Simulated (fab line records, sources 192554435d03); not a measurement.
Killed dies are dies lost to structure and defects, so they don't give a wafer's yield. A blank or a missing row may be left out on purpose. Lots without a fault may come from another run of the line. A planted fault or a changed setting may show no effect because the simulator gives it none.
fab line records | flow n5_finfet | part 1 of 2: steps 1 to 6 of 7
record lots=7 wafers=21 last_day=17
route steps=1938 shown BEOL_M4@1111 BEOL_M11@1570 BEOL_M15@1830 PASSIVATION@1936
lots that met no fault: from a run of the same line without faults
start_h: hours from the record's first day to the start of the lot's first wafer shown | wait_h: hours since the lot's step before | " the same as in the row above | L1.1+2: a row that stands for several wafers | - no value, or no start given | * or withheld: withheld | < > ~ a bound
route shown NAME@n: a module of which the file shows steps, and the number in the route of the first | usual: mean/standard deviation of fault-free wafers | same: alike in all rows | chamber/n: place in a boat | sites: the reading at each site | _std_site: their standard deviation | _edge_site: outer sites' mean less inner sites' | radius_mm: how far each site lies from the wafer's centre | mask NAME#n: copy n | behind: the tool/chamber that last shaped the wafer | hold: why the lot was held/for how many hours/how that ended | device: the transistor (n, p or np) that didn't switch | end of line: the same wafers' tests at the end of the route | a step without rows: its recipe alone | killed: dies lost to structure and defects at the first sort, not the wafer's yield | map: a wafer's dies, x killed, . not, _ none there
set.NAME: the setting as run; set.NAME@STEP: as run at that earlier step | model.NAME: the simulator's own value behind a step, which no gauge read
steps of the route over a sample of lots; a table a step, a row a wafer
services: from which hour (start_h, from the record's first day; less than 0 if before it) a tool's chamber was out of use, for how many hours, and why
## steps
# step N5_BEOL_M4_RC_MEAS_101
# usual DIBL_N=36.5/1.4 DIBL_P=36.5/1.6 IOFF_N=0.163/0.022 IOFF_P=0.219/0.029 ION_N=675/8.3 ION_P=464/6.2 SS_N=71.5/0.52 SS_P=73.4/0.57 VT_N=249.7/2.6 VT_P=-250/3
# columns lot.wafer tool chamber start_h wait_h DIBL_N[mV/V] DIBL_P[mV/V] IOFF_N[nA/um] IOFF_P[nA/um] ION_N[uA/um] ION_P[uA/um] SS_N[mV/dec] SS_P[mV/dec] VT_N[mV] VT_P[mV]
L101.1 prober-02 0 164.98 0.4 35.8 35.3 0.140 0.185 661 459 71.2 72.5 250.8 -250
L101.2 " 0 " " 38.3 37.5 0.177 0.224 671 462 72.1 73.1 248.6 -247
L101.5 " 0 " " 36.7 37.0 0.152 0.201 670 465 71.2 72.9 249.0 -249
L105.4 prober-02 0 211.63 0.5 38.0 38.5 0.187 0.234 682 462 72.1 74.0 247.6 -249
L105.5 " 0 " " 37.2 37.4 0.190 0.208 691 466 72.5 72.4 245.4 -251
L105.6 " 0 " " 37.7 38.7 0.194 0.236 687 461 72.0 73.9 246.8 -251
L112.1 prober-02 0 231.98 0.0 35.2 36.0 0.148 0.232 675 468 70.5 72.0 250.1 -248
L112.2 " 0 " " 36.1 36.6 0.172 0.246 668 468 71.4 72.3 247.9 -247
L112.3 " 0 " " 38.4 39.9 0.212 0.302 682 472 71.5 73.9 244.5 -244
L111.1 prober-02 0 237.77 0.0 37.1 37.8 0.162 0.220 679 462 72.3 73.8 251.9 -250
L111.3 " 0 " " 37.1 37.8 0.166 0.226 674 471 71.2 73.8 248.4 -250
L111.6 " 0 " " 36.8 37.4 0.162 0.211 685 466 71.0 73.7 249.9 -251
L117.1 prober-02 0 262.20 0.0 35.7 36.0 0.149 0.210 663 454 70.7 72.8 249.4 -250
L117.2 " 0 " " 33.7 32.7 0.110 0.162 665 457 70.4 72.7 255.0 -256
L117.6 " 0 " " 35.3 35.5 0.152 0.212 682 468 71.2 73.4 249.5 -247
L118.1 prober-02 0 271.91 0.0 37.0 38.0 0.185 0.256 686 470 71.1 73.8 248.4 -249
L118.4 " 0 " " 37.5 37.7 0.187 0.247 677 460 72.3 73.7 250.2 -247
L118.6 " 0 " " 37.3 37.9 0.180 0.249 680 467 71.8 73.4 248.8 -246
L123.1 prober-02 0 310.36 0.0 35.7 37.9 0.170 0.230 681 472 72.5 73.4 250.1 -248
L123.2 " 0 " " 33.3 34.6 0.127 0.184 675 467 71.0 72.6 252.1 -251
L123.3 " 0 " " 35.0 36.6 0.151 0.217 675 465 71.1 73.3 250.0 -249
# step N5_BEOL_M11_INSPECT_30
# recipe mode=adi inspect_instrument=brightfield
# usual raw_defect_count=463/110
# columns lot.wafer tool chamber start_h wait_h raw_defect_count
L101.1 defect_inspect-02 - 226.22 0.0 426
L101.2 " - " " 469
L101.5 " - " " 401
L105.4 defect_inspect-01 - 267.17 0.0 397
L105.5 " - " " 346
L105.6 " - " " 376
L112.1 defect_inspect-01 - 290.87 0.0 452
L112.2 " - " " 421
L112.3 " - " " 323
L111.1 defect_inspect-02 - 302.58 0.0 442
L111.3 " - " " 550
L111.6 " - " " 436
L117.1 defect_inspect-02 - 322.64 0.0 514
L117.2 " - " " 721
L117.6 " - " " 642
L118.1 defect_inspect-02 - 331.30 0.0 359
L118.4 " - " " 472
L118.6 " - " " 295
L123.1 defect_inspect-02 - 366.76 0.0 450
L123.2 " - " " 449
L123.3 " - " " 355
# step N5_BEOL_M11_VIA_ETCH_34
# recipe chemistry=C4F6/O2 target=SiCOH_lowk target_depth_a=1845 mask_material=SOC taper_deg=4 time_s=69.2 ion_energy_ev=250 pressure_mtorr=30 source_w=345 bias_w=185 Ar_flow_sccm=300 C4F6_flow_sccm=10 O2_flow_sccm=10
# usual chamber_pressure_mTorr=29.999/0.025 drypump_motor_current_A=5.9/0.36 oes_product_au=0.80/0.078 rf_vpp_V=665/8.3 showerhead_plenum_p_Torr=2.84/0.071 throttle_valve_pct=20.9/0.33
# columns lot.wafer tool chamber start_h wait_h chamber_pressure_mTorr drypump_motor_current_A oes_product_au rf_hours_counter_h rf_vpp_V showerhead_plenum_p_Torr throttle_valve_pct
L101.1 rie_diel-03 2 226.46 0.0 29.997 6.3 0.91 30 653 2.78 20.6
L101.2 " 3 " " 30.000 6.3 0.75 169 659 2.96 20.9
L101.5 " 1 " " 29.989 6.1 0.74 - 673 2.95 21.4
L105.4 rie_diel-04 1 267.41 0.0 29.986 5.6 0.67 247 657 2.92 21.0
L105.5 " 3 " " 29.996 5.5 0.76 - 668 2.85 20.9
L105.6 " 0 " " 29.988 6.4 0.89 - 663 2.79 21.0
L112.1 rie_diel-03 0 291.12 0.0 29.983 5.6 0.85 80 660 2.77 20.4
L112.2 " 3 " " 30.011 6.3 0.73 189 660 2.95 20.9
L112.3 " 2 " " 29.986 6.3 0.87 52 653 2.77 20.7
L111.1 rie_diel-04 2 302.88 0.0 29.982 5.7 0.78 138 654 2.74 20.9
L111.3 " 0 " " 30.023 6.3 0.89 33 662 2.78 21.0
L111.6 " 2 " " 29.957 5.6 0.78 - 654 2.74 20.9
L117.1 rie_diel-04 3 323.28 0.0 30.001 5.4 0.75 157 668 2.84 20.9
L117.2 " 0 " " 29.976 6.3 0.86 40 663 2.78 21.1
L117.6 " 3 " " 29.976 5.5 0.76 - 670 2.84 20.9
L118.1 rie_diel-04 0 331.54 0.0 29.982 6.3 0.86 44 661 2.78 21.1
L118.4 " 2 " " 30.011 5.6 0.76 - 656 2.73 20.9
L118.6 " 0 " " 30.011 6.3 0.85 - 661 2.78 21.0
L123.1 rie_diel-06 0 367.66 0.0 30.005 5.8 0.87 37 675 2.89 20.6
L123.2 " 3 " " 29.972 5.8 0.82 64 655 2.87 20.5
L123.3 " 1 " " 30.010 5.9 0.95 17 678 2.80 21.1
# step N5_BEOL_M11_CD_MEAS_35
# recipe target_cd_nm=70 polarity=opening
# usual cd_nm=69.9/0.48
# columns lot.wafer tool chamber start_h wait_h cd_nm
L101.1 cd_sem-02 - 226.90 0.0 70.9
L101.2 " - " " 70.0
L101.5 " - " " 70.5
L105.4 cd_sem-03 - 267.85 0.0 69.6
L105.5 " - " " 69.9
L105.6 " - " " 70.1
L112.1 cd_sem-01 - 291.56 0.0 70.0
L112.2 " - " " 69.6
L112.3 " - " " 70.0
L111.1 cd_sem-02 - 303.32 0.0 69.9
L111.3 " - " " 70.3
L111.6 " - " " 70.0
L117.1 cd_sem-03 - 323.87 0.0 70.2
L117.2 " - " " 69.9
L117.6 " - " " 70.2
L118.1 cd_sem-02 - 331.98 0.0 70.0
L118.4 " - " " 70.5
L118.6 " - " " 69.7
L123.1 cd_sem-02 - 368.11 0.0 70.1
L123.2 " - " " 69.8
L123.3 " - " " 69.8
# step N5_BEOL_M11_ALD_74
# recipe material=TaN target_thk_a=20 temp_c=275 ald_precursor_family=PDMAT ald_co_reactant=NH3 pressure_torr=3 carrier_flow_sccm=1500 pulse_time_s=2 purge_time_s=3 co_reactant_purge_time_s=2 co_reactant_pulse_time_s=3 ald_cycles=40 precursor_vessel_temp_c=75 precursor_vessel_pressure_torr=26.25 precursor_vessel_carrier_sccm=1000
# usual ald_cycles=40/0 heater_power_w=425/49 precursor_vessel_temp_c=75.00/0.13
# columns lot.wafer tool chamber start_h wait_h ald_cycles heater_power_w precursor_vessel_temp_c
L101.1 ald_metal-03 1 227.56 0.1 40 377 74.83
L101.2 " 2 " " 40 510 75.01
L101.5 " 0 " " 40 426 75.21
L105.4 ald_metal-04 3 268.40 0.1 40 404 75.03
L105.5 " 2 " " 40 381 75.08
L105.6 " 1 " " 40 454 74.89
L112.1 ald_metal-04 3 293.04 0.0 40 403 75.12
L112.2 " 2 " " 40 387 74.97
L112.3 " 0 " " 40 470 75.12
L111.1 ald_metal-03 3 303.84 0.0 40 353 75.00
L111.3 " 1 " " 40 382 74.91
L111.6 " 2 " " 40 510 75.00
L117.1 ald_metal-04 0 324.48 0.0 14 451 75.23
L117.2 " 3 " " 14 396 75.07
L117.6 " 3 " " 14 399 75.19
L118.1 ald_metal-04 1 332.81 0.0 14 450 75.02
L118.4 " 3 " " 40 396 74.88
L118.6 " 3 " " 14 403 74.94
L123.1 ald_metal-02 2 368.62 0.0 40 349 74.96
L123.2 " 1 " " 40 525 74.89
L123.3 " 3 " " 40 466 75.00
# step N5_BEOL_M15_RC_MEAS_101
# usual COMB_M10=1.5e-11/3.5e-12 COMB_M11=1.5e-11/3.1e-12 COMB_M11_max_site=2.1e-11/5.1e-12 COMB_M12=6.1e-12/1.5e-12 COMB_M13=4.9e-12/1e-12 COMB_M14=3.6e-12/9.2e-13 COMB_M15=2.5e-12/7.2e-13 COMB_M5=3.6e-11/8.2e-12 COMB_M6=2.4e-11/4.7e-12 COMB_M6_max_site=3.4e-11/7.7e-12 COMB_M7=2.6e-11/5.5e-12 COMB_M8=2.5e-11/5.1e-12 COMB_M9=1.45e-11/2.6e-12 SERP_M10=3.06/0.083 SERP_M11=3.07/0.061 SERP_M11_max_site=3.17/0.069 SERP_M12=0.637/0.015 SERP_M13=0.308/0.0056 SERP_M14=0.160/0.0033 SERP_M5=38.7/1.3 SERP_M6=13.6/0.48 SERP_M7=13.8/0.4 SERP_M8=13.9/0.48 SERP_M9=3.05/0.063
# columns lot.wafer tool chamber start_h wait_h COMB_M10[S/m] COMB_M11[S/m] COMB_M11_max_site[S/m] COMB_M12[S/m] COMB_M13[S/m] COMB_M14[S/m] COMB_M15[S/m] COMB_M5[S/m] COMB_M6[S/m] COMB_M6_max_site[S/m] COMB_M7[S/m] COMB_M8[S/m] COMB_M9[S/m] SERP_M10[ohm/um] SERP_M11[ohm/um] SERP_M11_max_site[ohm/um] SERP_M12[ohm/um] SERP_M13[ohm/um] SERP_M14[ohm/um] SERP_M5[ohm/um] SERP_M6[ohm/um] SERP_M7[ohm/um] SERP_M8[ohm/um] SERP_M9[ohm/um]
L101.1 prober-01 0 249.27 0.0 1.2e-11 1.2e-11 1.8e-11 4.8e-12 3.8e-12 4e-12 2.3e-12 4.6e-11 3.2e-11 4.5e-11 1.8e-11 2.4e-11 1.61e-11 3.02 2.99 3.07 0.636 0.310 0.157 40.8 13.0 13.6 13.8 2.97
L101.2 " 0 " " 1.4e-11 1.2e-11 1.4e-11 7.1e-12 4e-12 2.9e-12 2.6e-12 3.8e-11 2.7e-11 3.6e-11 2.2e-11 2.1e-11 1.48e-11 3.16 3.15 3.19 0.608 0.302 0.162 40.9 13.7 13.3 13.9 3.05
L101.5 " 0 " " 1.3e-11 1.2e-11 1.8e-11 4.5e-12 7.2e-12 4.5e-12 3e-12 4e-11 1.9e-11 2.6e-11 1.9e-11 2.5e-11 1.39e-11 3.15 3.05 3.19 0.642 0.314 0.161 39.2 12.9 13.0 14.1 2.95
L105.4 prober-02 0 295.13 0.5 1.2e-11 1.4e-11 2e-11 4.8e-12 6.2e-12 5e-12 3e-12 3.5e-11 3.4e-11 3.9e-11 3.3e-11 2.5e-11 1.62e-11 3.09 3.11 3.14 0.649 0.307 0.159 40.7 14.1 13.9 14.0 3.05
L105.5 " 0 " " 1.6e-11 1.5e-11 2.2e-11 6e-12 4.5e-12 5.9e-12 3.5e-12 4.1e-11 2.1e-11 3.5e-11 3.8e-11 2e-11 1.49e-11 3.03 3.03 3.13 0.643 0.310 0.160 38.3 13.2 13.6 13.9 3.14
L105.6 " 0 " " 2.1e-11 1.3e-11 1.7e-11 6.1e-12 6e-12 4e-12 3.4e-12 3.3e-11 2e-11 2.8e-11 3.1e-11 2.4e-11 1.16e-11 3.11 3.06 3.10 0.622 0.302 0.158 38.1 13.7 13.5 13.8 2.99
L112.1 prober-01 0 321.15 0.0 1e-11 1.2e-11 1.6e-11 5.5e-12 3.9e-12 3.6e-12 1.1e-12 2.9e-11 2.7e-11 5e-11 2.6e-11 2e-11 1.52e-11 3.10 3.07 3.12 0.651 0.307 0.165 38.6 13.5 13.4 14.3 3.07
L112.2 " 0 " " 1.1e-11 1.6e-11 2.3e-11 6e-12 3.7e-12 1.9e-12 2e-12 3.5e-11 2.6e-11 3.7e-11 3.2e-11 2.5e-11 1.98e-11 2.93 3.12 3.21 0.636 0.312 0.160 37.0 13.3 13.5 13.7 2.99
L112.3 " 0 " " 1.4e-11 1.6e-11 2.5e-11 1.23e-11 3.4e-12 1.8e-12 2.3e-12 2.9e-11 2.3e-11 3e-11 2.7e-11 2.8e-11 1.13e-11 3.01 3.08 3.16 0.638 0.308 0.158 39.8 12.5 14.0 14.4 3.07
L111.1 prober-02 0 331.12 0.0 1.7e-11 1.1e-11 1.2e-11 6.1e-12 5.5e-12 3.8e-12 3.3e-12 4.6e-11 2.2e-11 2.8e-11 2.5e-11 2.6e-11 1.4e-11 3.00 3.08 3.16 0.610 0.307 0.163 37.8 14.0 13.2 14.6 3.04
L111.3 " 0 " " 2.3e-11 1.1e-11 1.5e-11 5.8e-12 5e-12 4.5e-12 3.7e-12 5e-11 2.5e-11 3.9e-11 3.1e-11 1.7e-11 1.6e-11 3.13 3.06 3.16 0.629 0.301 0.161 36.8 13.5 14.3 13.5 3.15
L111.6 " 0 " " 1.8e-11 1.2e-11 1.6e-11 7.2e-12 4.9e-12 4e-12 3.9e-12 5.5e-11 1.7e-11 2.8e-11 2.4e-11 3e-11 1.48e-11 3.02 3.01 3.23 0.605 0.307 0.162 37.0 13.5 13.7 13.5 3.08
L117.1 prober-01 0 352.10 0.0 1.3e-11 4.55e-10 8.21e-10 4e-12 5.4e-12 3.7e-12 3e-12 2.9e-11 3.1e-11 3.8e-11 2.4e-11 3.1e-11 1.32e-11 3.06 2.88 2.93 0.646 0.303 0.161 36.8 13.6 14.5 13.5 3.08
L117.2 " 0 " " 1.4e-11 6.62e-10 9.09e-10 7.6e-12 5.9e-12 2.9e-12 2.4e-12 4e-11 1.9e-11 2.8e-11 2.9e-11 2.1e-11 1e-11 3.07 2.92 2.97 0.632 0.313 0.163 36.6 13.9 13.7 14.0 3.05
L117.6 " 0 " " 1.9e-11 4.37e-10 5.36e-10 7.1e-12 5.5e-12 4.5e-12 3.6e-12 3.1e-11 2.6e-11 4.1e-11 3e-11 2.4e-11 1.17e-11 3.10 2.87 2.96 0.613 0.308 0.163 37.1 14.3 14.0 13.8 3.09
L118.1 prober-02 0 357.84 0.0 1.9e-11 3.43e-10 4.38e-10 6.3e-12 4e-12 3.2e-12 2.7e-12 3.4e-11 3.7e-11 4.9e-11 3e-11 2.2e-11 1.33e-11 3.04 2.92 2.99 0.650 0.307 0.162 39.5 13.4 14.1 14.4 3.06
L118.4 " 0 " " 1.8e-11 1.2e-11 2.1e-11 8.3e-12 5e-12 3.5e-12 3.1e-12 3.7e-11 3.4e-11 4.3e-11 2.9e-11 2.8e-11 1.15e-11 3.03 3.10 3.14 0.643 0.310 0.164 38.8 14.2 13.8 12.9 2.98
L118.6 " 0 " " 1.4e-11 5.04e-10 1.009e-09 7.1e-12 6.1e-12 3.2e-12 2.4e-12 3e-11 3.6e-11 6.5e-11 2.4e-11 3.4e-11 1.56e-11 3.07 2.86 2.94 0.656 0.312 0.164 38.6 14.1 14.2 14.5 2.97
L123.1 prober-02 0 399.24 0.0 1.1e-11 1.5e-11 1.8e-11 6.1e-12 6.3e-12 6.3e-12 2.6e-12 4e-11 2.1e-11 3.4e-11 2.6e-11 2.4e-11 1.5e-11 2.96 3.04 3.23 0.632 0.311 0.165 38.3 13.8 14.1 13.1 3.12
L123.2 " 0 " " 1.8e-11 1.3e-11 2.5e-11 7.2e-12 6.8e-12 6.2e-12 2.6e-12 3.7e-11 2.1e-11 3.2e-11 1.5e-11 2.7e-11 1.59e-11 3.11 3.10 3.27 0.629 0.307 0.160 38.8 14.3 13.9 13.7 3.06
L123.3 " 0 " " 2.2e-11 1.4e-11 1.8e-11 5.1e-12 7e-12 4.4e-12 2e-12 4.1e-11 2.1e-11 3.5e-11 1.8e-11 3.2e-11 1.11e-11 3.17 2.95 3.16 0.626 0.316 0.160 37.4 13.5 13.5 13.7 2.92
# sites COMB_M11 radius_mm=0,75,75,75,75,140,140,140,140
L101.1 1.8e-11 1.3e-11 1.7e-11 1.1e-11 1.2e-11 1e-11 1.6e-11 1.2e-11 8e-12
L105.4 1.6e-11 1.4e-11 1.3e-11 1.4e-11 1.4e-11 8e-12 2e-11 1.2e-11 1.5e-11
L112.1 1.1e-11 1.4e-11 1.5e-11 1e-11 1.2e-11 1.6e-11 1.2e-11 1.1e-11 1.2e-11
L111.1 1.1e-11 9e-12 1.1e-11 9e-12 1.1e-11 1.2e-11 1.1e-11 1.1e-11 1.2e-11
L117.1 6.08e-10 3.7e-10 4.78e-10 4.55e-10 4.76e-10 8.21e-10 3.35e-10 4.42e-10 3.64e-10
L118.1 4.38e-10 4.03e-10 3.19e-10 2.88e-10 3.08e-10 3.71e-10 3.82e-10 2.56e-10 3.43e-10
L123.1 1.8e-11 1.5e-11 1.4e-11 1.5e-11 1.3e-11 1.5e-11 1.6e-11 1.5e-11 1.8e-11
# sites SERP_M11 radius_mm=0,75,75,75,75,140,140,140,140
L101.1 2.96 2.96 3.00 3.01 3.03 2.91 3.07 2.97 2.99
L105.4 3.08 3.09 3.14 3.13 3.09 3.06 3.11 3.13 3.11
L112.1 3.10 3.12 3.07 3.09 3.07 2.99 2.96 2.91 2.95
L111.1 2.94 3.08 2.98 3.04 3.05 3.15 3.15 3.15 3.16
L117.1 2.83 2.92 2.91 2.88 2.84 2.89 2.87 2.93 2.83
L118.1 2.97 2.92 2.97 2.96 2.99 2.83 2.80 2.80 2.91
L123.1 2.97 3.03 3.01 3.04 3.02 3.07 3.20 3.23 3.09
## key
first_sign step=N5_BEOL_M11_ALD_74 reading=ald_cycles direction=down sigmas=99+ usual=* struck=*
effect step=N5_BEOL_M15_RC_MEAS_101 reading=COMB_M11 direction=up sigmas=99+ usual=1.5e-11 struck=4.8e-10
effect step=N5_PASSIVATION_PROBE_49 reading=sort_bin_4_leakage direction=up sigmas=29 usual=0 struck=2.46
more_kills_born_at N5_BEOL_M11_ALD_74@ald_metal-04=145
met_at N5_BEOL_M11_ALD_74
struck_lots L117,L118
struck_wafers L117.1,L117.2,L117.6,L118.1,L118.6
not_acting_at N5_BEOL_M11_INSPECT_30,N5_BEOL_M11_VIA_ETCH_34,N5_BEOL_M11_CD_MEAS_35
onset_between 293.04 324.48
fault kind=process_parameter_drift tool=ald_metal-04 chamber=- onset_h=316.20 steps=N5_BEOL_M11_ALD_74 channel=ald_cycles offset=* shape=step end_h=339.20 scope=struck_wafers_only acts_in=* stated=*
